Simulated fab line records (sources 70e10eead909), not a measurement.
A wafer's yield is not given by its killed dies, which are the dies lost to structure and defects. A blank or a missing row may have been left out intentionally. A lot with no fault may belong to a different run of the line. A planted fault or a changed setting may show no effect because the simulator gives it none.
fab line records + flow nand_harc
[record]
- lots = 13
- wafers = 39
- last_day = 30
route steps=1302 shown P_M2@349 P_BONDPAD@352 END@1302
lots with no fault: from the same line, run without faults
start_h: hours from the record's opening day to when the first of the lot's shown wafers began + wait_h: how many hours have passed since the lot's step before this one + " repeats the value in the row above + L1.1+2: one row covering several wafers at once + - no value, or no start given + * or withheld: withheld + < > ~ a bound
route shown NAME@n: NAME is a module with steps in the file, n the number in the route of the first one + usual: the fault-free wafers' mean and standard deviation + same: alike in all rows + chamber/n: place in a boat + sites: each site's reading + _std_site: the standard deviation of these + _edge_site: the outer-site mean with the inner-site mean subtracted + radius_mm: how far each site lies from the wafer's centre + mask NAME#n: copy n + behind: the tool/chamber that last shaped the wafer + hold: why the lot went on hold/how many hours it stayed there/how the hold came to an end + device: transistor that didn't switch, given as n, p or np + end of line: tests of these same wafers at the route's end + step lacking rows: just its recipe + killed: not the wafer's yield, but the dies lost to structure and defects at the first sort + map: per-die view of a wafer (x killed, . not killed, _ where there is no die)
set.NAME: the setting the step ran with; set.NAME@STEP: the setting that earlier step ran with + model.NAME: the simulator's own value behind a step, which no gauge read
route steps across a sampled set of lots; one table per step, one row per wafer
services: a tool's chamber out of use, with start hour (start_h, from the record's first day; less than 0 if before it), hours out, and reason
[[steps]]
[step NHARC_P_M2_PRE_CLEAN_32]
[recipe]
- time_s = 12
- temp_c = 370
- rf_power_w = 300
- gas = NH3
[usual]
- heater_power_outer_w = 376/62
- heater_power_w = 661/82
| lot.wafer | tool     | chamber | start_h | wait_h | heater_power_outer_w | heater_power_w |
|-----------|----------|---------|---------|--------|----------------------|----------------|
| L788.2    | pecvd-04 | 1       | 149.16  | 0.1    | 326                  | 614            |
| L788.4    | "        | 1       | "       | "      | 334                  | 592            |
| L788.3    | "        | 0       | "       | "      | 352                  | 609            |
| L789.3    | pecvd-01 | 1       | 161.25  | 0.1    | 374                  | 655            |
| L789.2    | "        | 2       | "       | "      | 389                  | 703            |
| L789.6    | "        | 1       | "       | "      | 370                  | 665            |
| L790.1    | pecvd-04 | 2       | 166.23  | 0.1    | 478                  | 794            |
| L790.5    | "        | 2       | "       | "      | 476                  | 814            |
| L790.6    | "        | 0       | "       | "      | 346                  | 636            |
| L791.1    | pecvd-04 | 2       | 173.20  | 0.1    | 468                  | 777            |
| L791.6    | "        | 1       | "       | "      | 337                  | 578            |
| L791.4    | "        | 2       | "       | "      | 470                  | 827            |
| L792.1    | pecvd-01 | 1       | 181.06  | 0.1    | 402                  | 699            |
| L792.4    | "        | 1       | "       | "      | 396                  | 695            |
| L792.5    | "        | 2       | "       | "      | 396                  | 704            |
| L793.6    | pecvd-04 | 1       | 193.49  | 0.1    | 326                  | 578            |
| L793.4    | "        | 2       | "       | "      | 503                  | 847            |
| L793.5    | "        | 0       | "       | "      | 318                  | 589            |
| L794.3    | pecvd-04 | 2       | 203.06  | 0.1    | 491                  | 810            |
| L794.4    | "        | 1       | "       | "      | 378                  | 668            |
| L794.6    | "        | 2       | "       | "      | 489                  | 802            |
| L796.2    | pecvd-03 | 2       | 221.59  | 0.1    | 369                  | 605            |
| L796.6    | "        | 1       | "       | "      | 303                  | 603            |
| L796.5    | "        | 2       | "       | "      | 371                  | 598            |
| L797.2    | pecvd-01 | 1       | 245.09  | 0.2    | 376                  | 648            |
| L797.1    | "        | 2       | "       | "      | 384                  | 684            |
| L797.5    | "        | 1       | "       | "      | 366                  | 662            |
| L800.2    | pecvd-04 | 1       | 283.02  | 0.1    | 427                  | 741            |
| L800.5    | "        | 1       | "       | "      | 416                  | 719            |
| L800.6    | "        | 2       | "       | "      | 477                  | 810            |
| L801.2    | pecvd-04 | 2       | 284.03  | 0.1    | 447                  | 781            |
| L801.1    | "        | 0       | "       | "      | 357                  | 645            |
| L801.3    | "        | 1       | "       | "      | 387                  | 688            |
| L802.3    | pecvd-03 | 1       | 296.96  | 0.1    | 266                  | 544            |
| L802.2    | "        | 0       | "       | "      | 384                  | 600            |
| L802.4    | "        | 1       | "       | "      | 268                  | 538            |
| L803.1    | pecvd-01 | 2       | 298.21  | 0.1    | 403                  | 707            |
| L803.2    | "        | 0       | "       | "      | 367                  | 710            |
| L803.4    | "        | 2       | "       | "      | 385                  | 719            |
[step NHARC_P_BONDPAD_CMP_32]
[recipe]
- target_thk_nm = 200
- material = SiCN
[usual]
- motor_current_A = 11.9/1.2
| lot.wafer | tool   | chamber | start_h | wait_h | motor_current_A |
|-----------|--------|---------|---------|--------|-----------------|
| L788.2    | cmp-03 | 2       | 150.23  | -      | 10.9            |
| L788.3    | "      | 3       | "       | "      | 11.2            |
| L788.4    | "      | 0       | "       | "      | 11.1            |
| L789.3    | cmp-04 | 2       | 162.26  | 0.3    | 12.7            |
| L789.2    | "      | 3       | "       | "      | 11.2            |
| L789.6    | "      | 3       | "       | "      | 11.2            |
| L790.1    | cmp-04 | 2       | 167.12  | -      | 13.6            |
| L790.6    | "      | 2       | "       | "      | 13.5            |
| L790.5    | "      | 3       | "       | "      | 11.3            |
| L791.1    | cmp-02 | 0       | 174.06  | -      | 12.5            |
| L791.4    | "      | 1       | "       | "      | 12.4            |
| L791.6    | "      | 0       | "       | "      | 13.2            |
| L792.4    | cmp-02 | 0       | 182.00  | -      | 12.8            |
| L792.1    | "      | 1       | "       | "      | 12.1            |
| L792.5    | "      | 0       | "       | "      | 12.3            |
| L793.4    | cmp-03 | 0       | 194.41  | -      | 12.2            |
| L793.5    | "      | 1       | "       | "      | 13.1            |
| L793.6    | "      | 2       | "       | "      | 11.0            |
| L794.4    | cmp-03 | 2       | 203.94  | -      | 11.1            |
| L794.3    | "      | 3       | "       | "      | 11.9            |
| L794.6    | "      | 3       | "       | "      | 11.2            |
| L796.2    | cmp-04 | 2       | 222.50  | -      | 13.5            |
| L796.6    | "      | 1       | "       | "      | 10.3            |
| L796.5    | "      | 2       | "       | "      | 13.4            |
| L797.2    | cmp-03 | 2       | 246.00  | -      | 10.8            |
| L797.1    | "      | 3       | "       | "      | 11.4            |
| L797.5    | "      | 1       | "       | "      | 13.1            |
| L800.2    | cmp-03 | 2       | 283.93  | -      | 10.7            |
| L800.6    | "      | 1       | "       | "      | 13.4            |
| L800.5    | "      | 2       | "       | "      | 11.5            |
| L801.1    | cmp-04 | 3       | 284.93  | -      | 11.4            |
| L801.2    | "      | 0       | "       | "      | 11.7            |
| L801.3    | "      | 1       | "       | "      | 10.6            |
| L802.2    | cmp-02 | 2       | 297.88  | -      | 10.6            |
| L802.4    | "      | 3       | "       | "      | 14.0            |
| L802.3    | "      | 0       | "       | "      | 13.0            |
| L803.4    | cmp-03 | 0       | 299.12  | -      | 11.3            |
| L803.1    | "      | 2       | "       | "      | 10.8            |
| L803.2    | "      | 3       | "       | "      | 12.1            |
[step NHARC_P_BONDPAD_CD_MEAS_13]
[usual]
- cd_nm = 500.8/2.4
| lot.wafer | tool      | chamber | start_h | wait_h | cd_nm |
|-----------|-----------|---------|---------|--------|-------|
| L788.2    | cd_sem-01 | -       | 151.46  | -      | 496.2 |
| L788.3    | "         | -       | "       | "      | 496.0 |
| L788.4    | "         | -       | "       | "      | 500.4 |
| L789.2    | cd_sem-01 | -       | 163.61  | -      | 502.6 |
| L789.3    | "         | -       | "       | "      | 503.1 |
| L789.6    | "         | -       | "       | "      | 502.5 |
| L790.1    | cd_sem-03 | -       | 168.34  | -      | 503.8 |
| L790.5    | "         | -       | "       | "      | 498.1 |
| L790.6    | "         | -       | "       | "      | 502.3 |
| L791.1    | cd_sem-02 | -       | 175.41  | -      | 500.5 |
| L791.4    | "         | -       | "       | "      | 499.7 |
| L791.6    | "         | -       | "       | "      | 498.0 |
| L792.1    | cd_sem-01 | -       | 183.19  | -      | 502.8 |
| L792.4    | "         | -       | "       | "      | 503.5 |
| L792.5    | "         | -       | "       | "      | 500.9 |
| L793.4    | cd_sem-03 | -       | 195.56  | -      | 500.7 |
| L793.5    | "         | -       | "       | "      | 501.5 |
| L793.6    | "         | -       | "       | "      | 497.4 |
| L794.3    | cd_sem-03 | -       | 205.17  | -      | 500.8 |
| L794.4    | "         | -       | "       | "      | 505.8 |
| L794.6    | "         | -       | "       | "      | 502.7 |
| L796.2    | cd_sem-03 | -       | 223.86  | -      | 502.1 |
| L796.5    | "         | -       | "       | "      | 503.8 |
| L796.6    | "         | -       | "       | "      | 502.7 |
| L797.1    | cd_sem-01 | -       | 247.36  | -      | 499.8 |
| L797.2    | "         | -       | "       | "      | 501.4 |
| L797.5    | "         | -       | "       | "      | 501.6 |
| L800.2    | cd_sem-03 | -       | 285.12  | -      | 502.7 |
| L800.5    | "         | -       | "       | "      | 504.2 |
| L800.6    | "         | -       | "       | "      | 503.6 |
| L801.1    | cd_sem-02 | -       | 286.30  | -      | 500.3 |
| L801.2    | "         | -       | "       | "      | 500.9 |
| L801.3    | "         | -       | "       | "      | 501.3 |
| L802.2    | cd_sem-03 | -       | 299.20  | -      | 496.7 |
| L802.3    | "         | -       | "       | "      | 497.5 |
| L802.4    | "         | -       | "       | "      | 497.6 |
| L803.1    | cd_sem-02 | -       | 300.46  | -      | 503.9 |
| L803.2    | "         | -       | "       | "      | 501.1 |
| L803.4    | "         | -       | "       | "      | 502.9 |
[step NHARC_P_BONDPAD_ETCH_24]
[recipe]
- target_depth_a = 300
- over_etch_frac = 0.3
- time_s = 72.99
- ion_energy_ev = 150
- cf4_flow_sccm = 50
- n2_flow_sccm = 100
- ar_flow_sccm = 150
- rf_w = 300
- bias_w = 100
- chemistry = CF4/N2
[usual]
- drypump_motor_current_A = 5.9/0.61
- oes_product_au = 1.001/0.011
- over_etch_frac = 0.3/0
- rf_vpp_V = 314.8/1.5
- showerhead_plenum_p_Torr = 2.67/0.07
- throttle_valve_pct = 19.792/0.0092
| lot.wafer | tool        | chamber | start_h | wait_h | drypump_motor_current_A | oes_product_au | over_etch_frac | rf_hours_counter_h | rf_vpp_V | showerhead_plenum_p_Torr | throttle_valve_pct |
|-----------|-------------|---------|---------|--------|-------------------------|----------------|----------------|--------------------|----------|--------------------------|--------------------|
| L788.4    | rie_diel-07 | 0       | 151.68  | -      | 4.9                     | 1.012          | 0.3            | 2.3                | 314.4    | 2.59                     | 19.809             |
| L788.3    | "           | 2       | "       | "      | 6.1                     | 0.995          | 0.3            | 0.7                | 312.7    | 2.65                     | 19.803             |
| L788.2    | "           | 3       | "       | "      | 5.2                     | 1.000          | 0.3            | 2.3                | 316.7    | 2.75                     | 19.786             |
| L789.2    | rie_diel-07 | 3       | 163.83  | -      | 5.2                     | 1.005          | 0.3            | 2.5                | 316.2    | 2.75                     | 19.795             |
| L789.3    | "           | 0       | "       | "      | 4.9                     | 1.016          | 0.3            | 2.5                | 313.0    | 2.59                     | 19.794             |
| L789.6    | "           | 0       | "       | "      | 4.9                     | 1.029          | 0.3            | -                  | 312.8    | 2.59                     | 19.796             |
| L790.1    | rie_diel-10 | 1       | 168.58  | -      | 6.5                     | 0.989          | 0.3            | 4.5                | 314.9    | 2.73                     | 19.796             |
| L790.5    | "           | 3       | "       | "      | 5.1                     | 0.996          | 0.3            | -                  | 312.6    | 2.56                     | 19.778             |
| L790.6    | "           | 0       | "       | "      | 6.1                     | 1.001          | 0.3            | -                  | 314.4    | 2.64                     | 19.778             |
| L791.4    | rie_diel-10 | 2       | 175.63  | -      | 6.6                     | 0.993          | 0.3            | 4.8                | 315.2    | 2.80                     | 19.785             |
| L791.1    | "           | 1       | "       | "      | 6.5                     | 0.993          | 0.3            | 4.7                | 315.6    | 2.73                     | 19.804             |
| L791.6    | "           | 3       | "       | "      | 5.2                     | 0.994          | 0.3            | -                  | 313.7    | 2.56                     | 19.808             |
| L792.4    | rie_diel-13 | 2       | 183.42  | -      | 5.5                     | 1.005          | 0.3            | 0.2                | 315.5    | 2.70                     | 19.808             |
| L792.1    | "           | 3       | "       | "      | 6.1                     | 1.006          | 0.3            | 0.3                | 312.9    | 2.70                     | 19.796             |
| L792.5    | "           | 2       | "       | "      | 5.5                     | 1.012          | 0.3            | -                  | 316.1    | 2.70                     | 19.778             |
| L793.4    | rie_diel-13 | 0       | 195.80  | -      | 6.4                     | 1.004          | 0.3            | 0.6                | 314.4    | 2.64                     | 19.789             |
| L793.5    | "           | 1       | "       | "      | 5.5                     | 0.995          | 0.3            | -                  | 314.8    | 2.72                     | 19.789             |
| L793.6    | "           | 2       | "       | "      | 5.5                     | 1.001          | 0.3            | -                  | 314.1    | 2.70                     | 19.796             |
| L794.4    | rie_diel-10 | 3       | 205.40  | -      | 5.2                     | 0.986          | 0.3            | 7.6                | 312.6    | 2.56                     | 19.783             |
| L794.3    | "           | 0       | "       | "      | 6.1                     | 0.988          | 0.3            | 7.6                | 315.7    | 2.64                     | 19.802             |
| L794.6    | "           | 2       | "       | "      | 6.6                     | 0.998          | 0.3            | -                  | 317.9    | 2.80                     | 19.791             |
| L796.2    | rie_diel-13 | 3       | 224.08  | -      | 6.1                     | 1.003          | 0.3            | 1.3                | 315.3    | 2.70                     | 19.787             |
| L796.6    | "           | 3       | "       | "      | 6.1                     | 0.998          | 0.3            | -                  | 315.6    | 2.70                     | 19.807             |
| L796.5    | "           | 0       | "       | "      | 6.4                     | 1.013          | 0.3            | -                  | 315.3    | 2.64                     | 19.790             |
| L797.2    | rie_diel-07 | 0       | 247.64  | 0.1    | 4.9                     | 1.032          | 0.3            | 5.5                | 314.1    | 2.59                     | 19.785             |
| L797.1    | "           | 1       | "       | "      | 6.6                     | 1.015          | 0.3            | 4.9                | 314.0    | 2.61                     | 19.780             |
| L797.5    | "           | 1       | "       | "      | 6.5                     | 1.010          | 0.3            | -                  | 313.6    | 2.61                     | 19.807             |
| L800.2    | rie_diel-07 | 1       | 285.38  | 0.1    | 6.6                     | 1.009          | 0.3            | 6.7                | 313.3    | 2.61                     | 19.788             |
| L800.6    | "           | 0       | "       | "      | 4.9                     | 1.012          | 0.3            | -                  | 314.2    | 2.59                     | 19.780             |
| L800.5    | "           | 2       | "       | "      | 6.1                     | 0.999          | 0.3            | -                  | 316.6    | 2.65                     | 19.782             |
| L801.1    | rie_diel-10 | 1       | 286.53  | -      | 6.5                     | 1.002          | 0.3            | 2.2                | 314.7    | 2.73                     | 19.789             |
| L801.2    | "           | 3       | "       | "      | 5.1                     | 0.990          | 0.3            | 0.6                | 312.0    | 2.56                     | 19.788             |
| L801.3    | "           | 0       | "       | "      | 6.1                     | 0.987          | 0.3            | 2.3                | 314.3    | 2.64                     | 19.795             |
| L802.4    | rie_diel-10 | 3       | 299.43  | -      | 5.1                     | 0.989          | 0.3            | 1.2                | 313.3    | 2.56                     | 19.784             |
| L802.2    | "           | 0       | "       | "      | 6.1                     | 0.993          | 0.3            | 2.9                | 313.8    | 2.64                     | 19.793             |
| L802.3    | "           | 2       | "       | "      | 6.6                     | 1.009          | 0.3            | 2.6                | 316.8    | 2.79                     | 19.800             |
| L803.1    | rie_diel-10 | 0       | 300.69  | -      | 6.1                     | 0.978          | 0.3            | 2.9                | 315.1    | 2.64                     | 19.787             |
| L803.4    | "           | 1       | "       | "      | 6.5                     | 1.004          | 0.60438        | 2.9                | 317.0    | 2.73                     | 19.785             |
| L803.2    | "           | 2       | "       | "      | 6.7                     | 0.994          | 0.3            | 2.7                | 317.2    | 2.79                     | 19.807             |
[step NHARC_END_SORT_01]
[recipe]
- temp_c = 25
[usual]
- defect_limited_yield = 90.6/2.8
- killed_at_array = 58/20
- killed_at_other = 0.8/1
- killed_at_periphery = 4.6/2.8
- killed_dies = 63/19
- killed_open = 3.4/2
- killed_short = 2.4/1.8
[same]
- gross_dies = 677
| lot.wafer | tool      | chamber | start_h | wait_h | defect_limited_yield[%] | killed_at_array | killed_at_other | killed_at_periphery | killed_dies | killed_open | killed_short |
|-----------|-----------|---------|---------|--------|-------------------------|-----------------|-----------------|---------------------|-------------|-------------|--------------|
| L788.2    | prober-02 | 0       | 581.05  | 2.8    | 88.3                    | 74              | 1               | 4                   | 79          | 2           | 3            |
| L788.3    | prober-02 | 0       | 581.85  | 3.1    | 88.8                    | 68              | 0               | 8                   | 76          | 5           | 2            |
| L788.4    | prober-02 | 0       | 582.65  | 3.4    | 88.3                    | 76              | 0               | 3                   | 79          | 1           | 1            |
| L790.1    | prober-01 | 0       | 588.05  | 2.5    | 90.5                    | 62              | 0               | 2                   | 64          | 2           | 1            |
| L790.5    | prober-01 | 0       | 591.20  | 3.6    | 92.2                    | 47              | 2               | 4                   | 53          | 9           | 6            |
| L790.6    | prober-01 | 0       | 591.99  | 3.9    | 87.6                    | 81              | 1               | 2                   | 84          | 4           | 4            |
| L797.1    | prober-01 | 0       | 686.72  | 2.5    | 93.6                    | 39              | 0               | 4                   | 43          | 6           | 1            |
| L797.2    | prober-01 | 0       | 687.50  | 2.8    | 93.1                    | 42              | 0               | 5                   | 47          | 4           | 4            |
| L797.5    | prober-01 | 0       | 689.84  | 3.6    | 92.5                    | 42              | 2               | 7                   | 51          | 4           | 3            |
| L802.2    | prober-01 | 0       | 717.74  | 2.8    | 83.5                    | 108             | 1               | 3                   | 112         | 4           | 2            |
| L802.3    | prober-01 | 0       | 718.53  | 3.1    | 83.8                    | 105             | 2               | 3                   | 110         | 3           | 1            |
| L802.4    | prober-01 | 0       | 719.32  | 3.4    | 85.7                    | 91              | 0               | 6                   | 97          | 7           | 2            |
| L801.1    | prober-02 | 0       | 726.55  | 2.5    | 94.5                    | 33              | 1               | 3                   | 37          | 2           | 2            |
| L801.2    | prober-02 | 0       | 727.36  | 2.8    | 93.8                    | 36              | 2               | 4                   | 42          | 5           | 3            |
| L801.3    | prober-02 | 0       | 728.17  | 3.1    | 95.0                    | 26              | 2               | 6                   | 34          | 4           | 2            |
| L803.1    | prober-01 | 0       | 726.57  | 2.5    | 89.8                    | 67              | 1               | 1                   | 69          | 3           | 4            |
| L803.2    | prober-01 | 0       | 727.37  | 2.8    | 92.8                    | 46              | 0               | 3                   | 49          | 4           | 0            |
| L803.4    | prober-01 | 0       | 728.98  | 3.4    | 93.8                    | 40              | 1               | 1                   | 42          | 0           | 0            |
// killed by level:class
L788.2 A_CHANNEL_HOLE_D1:chamber_film_flake=39 A_CHANNEL_HOLE_D2:chamber_film_flake=21 P_GATE:chamber_film_flake=2 A_SLIT:chamber_film_flake=2 A_CHANNEL_FILL_D2:chamber_film_flake=2 A_STAIRCASE:chamber_film_flake=2 A_CONTACT:chamber_film_flake=2 P_STI:geometric_particle:short=1
L788.3 A_CHANNEL_HOLE_D2:chamber_film_flake=24 A_CHANNEL_HOLE_D1:chamber_film_flake=23 A_STAIRCASE:chamber_film_flake=6 P_GATE:chamber_film_flake=4 A_CHANNEL_FILL_D2:chamber_film_flake=3 P_ZERO_WELL:chamber_film_flake=2 A_SLIT:chamber_film_flake=2 A_CONTACT:chamber_film_flake=2
L788.4 A_CHANNEL_HOLE_D1:chamber_film_flake=32 A_CHANNEL_HOLE_D2:chamber_film_flake=24 A_CONTACT:chamber_film_flake=6 A_STAIRCASE:chamber_film_flake=3 P_ZERO_WELL:chamber_film_flake=2 A_ZERO_WELL:chamber_film_flake=2 A_DECK1_JOINT:chamber_film_flake=2 A_CHANNEL_FILL_D2:chamber_film_flake=2
L790.1 A_CHANNEL_HOLE_D2:chamber_film_flake=35 A_SLIT:chamber_film_flake=15 A_BONDPAD:chamber_film_flake=4 A_CHANNEL_HOLE_D1:chamber_film_flake=3 A_CONTACT:chamber_film_flake=2 P_M0:geometric_particle:short=1 P_M1:geometric_particle:open=1 A_BLC:geometric_particle:open=1
L790.5 A_CHANNEL_HOLE_D2:chamber_film_flake=16 A_SLIT:chamber_film_flake=8 A_BONDPAD:chamber_film_flake=5 A_CONTACT:chamber_film_flake=4 A_M0:geometric_particle:open=3 A_CHANNEL_HOLE_D1:chamber_film_flake=2 THIN_TSV:chamber_film_flake=2 P_ZERO_WELL:geometric_particle:open=1
L790.6 A_CHANNEL_HOLE_D2:chamber_film_flake=35 A_SLIT:chamber_film_flake=24 A_BONDPAD:chamber_film_flake=6 A_CHANNEL_FILL_D1:chamber_film_flake=3 A_WL_FILL:geometric_particle:short=2 A_WL_FILL:chamber_film_flake=2 P_M1:geometric_particle:open=1 A_CHANNEL_FILL_D1:geometric_particle:open=1
L797.1 A_CHANNEL_HOLE_D1:chamber_film_flake=23 A_STAIRCASE:chamber_film_flake=4 A_SLIT:chamber_film_flake=3 A_SOURCE_PLATE:geometric_particle:open=2 P_M2:chamber_film_flake=2 P_M0:geometric_particle:open=1 A_SGD_CUT:geometric_particle:open=1 A_SLIT:geometric_particle:short=1
L797.2 A_CHANNEL_HOLE_D1:chamber_film_flake=29 A_CHANNEL_HOLE_D2:chamber_film_flake=3 A_STAIRCASE:chamber_film_flake=2 P_GATE:geometric_particle:short=1 P_CONTACT:geometric_particle:open=1 A_ONON_D2:geometric_particle:short=1 A_CHANNEL_HOLE_D2:geometric_particle:short=1 A_CHANNEL_FILL_D2:geometric_particle:open=1
L797.5 A_CHANNEL_HOLE_D1:chamber_film_flake=33 A_CONTACT:chamber_film_flake=3 P_M2:chamber_film_flake=3 A_SLIT:chamber_film_flake=3 P_M0:geometric_particle:open=2 P_BONDPAD:geometric_particle:short=1 A_DECK1_JOINT:geometric_particle:short=1 A_M0:geometric_particle:open=1
L802.2 A_SLIT:chamber_film_flake=36 A_CHANNEL_HOLE_D1:chamber_film_flake=33 A_CHANNEL_HOLE_D2:chamber_film_flake=16 A_CONTACT:chamber_film_flake=11 A_SGD_CUT:chamber_film_flake=4 A_CHANNEL_FILL_D1:geometric_particle:open=2 P_M1:chamber_film_flake=2 A_ONON_D1:geometric_particle:open=1
L802.3 A_CHANNEL_HOLE_D1:chamber_film_flake=34 A_SLIT:chamber_film_flake=30 A_CHANNEL_HOLE_D2:chamber_film_flake=21 A_CONTACT:chamber_film_flake=10 A_SGD_CUT:chamber_film_flake=4 A_BLC:geometric_particle:open=2 P_M1:chamber_film_flake=2 A_STAIRCASE:chamber_film_flake=2
L802.4 A_SLIT:chamber_film_flake=34 A_CONTACT:chamber_film_flake=17 A_CHANNEL_HOLE_D1:chamber_film_flake=15 A_CHANNEL_HOLE_D2:chamber_film_flake=11 A_SGD_CUT:chamber_film_flake=5 P_M2:chamber_film_flake=3 A_SOURCE_PLATE:geometric_particle:open=2 P_CONTACT:geometric_particle:open=1
L801.1 A_CHANNEL_HOLE_D1:chamber_film_flake=14 A_SLIT:chamber_film_flake=5 A_CONTACT:chamber_film_flake=3 P_M1:chamber_film_flake=2 A_DECK1_JOINT:chamber_film_flake=2 A_CHANNEL_FILL_D2:chamber_film_flake=2 A_STAIRCASE:chamber_film_flake=2 A_CHANNEL_FILL_D1:geometric_particle:short=1
L803.1 A_SLIT:chamber_film_flake=35 A_CHANNEL_HOLE_D1:chamber_film_flake=10 A_CONTACT:chamber_film_flake=6 A_BLC:chamber_film_flake=5 A_CHANNEL_FILL_D1:geometric_particle:short=2 A_STAIRCASE:chamber_film_flake=2 A_CHANNEL_FILL_D1:geometric_particle:open=1 A_DECK1_JOINT:geometric_particle:short=1
L801.2 A_CHANNEL_HOLE_D1:chamber_film_flake=12 A_SLIT:chamber_film_flake=4 A_DECK1_JOINT:geometric_particle:open=3 P_M1:chamber_film_flake=3 A_CHANNEL_FILL_D1:chamber_film_flake=3 A_WL_FILL:chamber_film_flake=3 A_CONTACT:chamber_film_flake=3 A_WL_FILL:geometric_particle:short=2
L803.2 A_SLIT:chamber_film_flake=25 A_CHANNEL_HOLE_D1:chamber_film_flake=13 A_CONTACT:chamber_film_flake=3 A_SGD_CUT:chamber_film_flake=2 P_M0:geometric_particle:open=1 P_M1:geometric_particle:open=1 A_ONON_D1:geometric_particle:open=1 A_BLC:geometric_particle:open=1
L801.3 A_CHANNEL_HOLE_D1:chamber_film_flake=8 P_M1:chamber_film_flake=5 A_SLIT:chamber_film_flake=4 A_SGD_CUT:geometric_particle:open=2 A_WL_FILL:geometric_particle:short=2 A_CHANNEL_FILL_D1:chamber_film_flake=2 A_DECK1_JOINT:chamber_film_flake=2 THIN_TSV:chamber_film_flake=2
L803.4 A_SLIT:chamber_film_flake=21 A_CHANNEL_HOLE_D1:chamber_film_flake=5 A_CONTACT:chamber_film_flake=5 A_BLC:chamber_film_flake=3 A_CHANNEL_FILL_D1:chamber_film_flake=2 A_CHANNEL_FILL_D2:chamber_film_flake=2 P_GATE:chamber_film_flake=1 A_STAIRCASE:chamber_film_flake=1
[[services]]
| tool        | chamber | start_h | hours | kind   |
|-------------|---------|---------|-------|--------|
| cmp-03      | -       | 125.52  | 0.9   | repair |
| pecvd-01    | -       | 130.18  | 13.0  | pm     |
| cmp-02      | -       | 136.02  | 4.0   | pm     |
| cmp-02      | -       | 143.08  | 0.3   | repair |
| pecvd-01    | -       | 146.28  | 2.0   | repair |
| rie_diel-13 | 0       | 153.55  | 8.5   | repair |
| rie_diel-10 | -       | 157.75  | 1.0   | repair |
| cmp-03      | -       | 162.00  | 4.0   | pm     |
| pecvd-01    | -       | 179.51  | 1.4   | repair |
| cmp-03      | -       | 183.51  | 1.4   | repair |
| cmp-04      | -       | 209.00  | 4.0   | pm     |
| cmp-03      | -       | 210.12  | 0.7   | repair |
| rie_diel-10 | 2       | 221.95  | 30.9  | repair |
| rie_diel-07 | -       | 230.30  | 1.5   | repair |
| cmp-03      | -       | 235.10  | 0.9   | repair |
| rie_diel-07 | 3       | 237.47  | 48.7  | repair |
| rie_diel-10 | -       | 242.50  | 9.0   | pm     |
| cmp-03      | -       | 256.10  | 1.3   | repair |
| cmp-03      | -       | 260.06  | 4.0   | pm     |
| rie_diel-10 | 3       | 261.94  | 11.0  | repair |
| pecvd-04    | -       | 269.00  | 13.0  | pm     |
| cmp-03      | -       | 276.59  | 1.0   | repair |
| rie_diel-07 | -       | 289.72  | 0.4   | repair |
| rie_diel-07 | -       | 294.26  | 9.0   | pm     |
[[key]]
[first_sign]
- step = NHARC_P_BONDPAD_ETCH_24
- reading = over_etch_frac
- direction = up
- sigmas = 99+
- usual = 0.3
- struck = 0.60438
effect none on later readings
met_at NHARC_P_BONDPAD_ETCH_24
struck_lots L803
struck_wafers L803.4
not_acting_at NHARC_P_M2_PRE_CLEAN_32,NHARC_P_BONDPAD_CMP_32,NHARC_P_BONDPAD_CD_MEAS_13
onset_between 299.43 300.69
[fault]
- kind = process_parameter_drift
- tool = rie_diel-10
- chamber = -
- onset_h = 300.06
- steps = NHARC_P_BONDPAD_ETCH_24
- channel = over_etch_frac
- offset = 0.30438
- shape = step
- end_h = 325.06
- scope = struck_wafers_only
- acts_in = these_recipes_only
- stated = 0.3
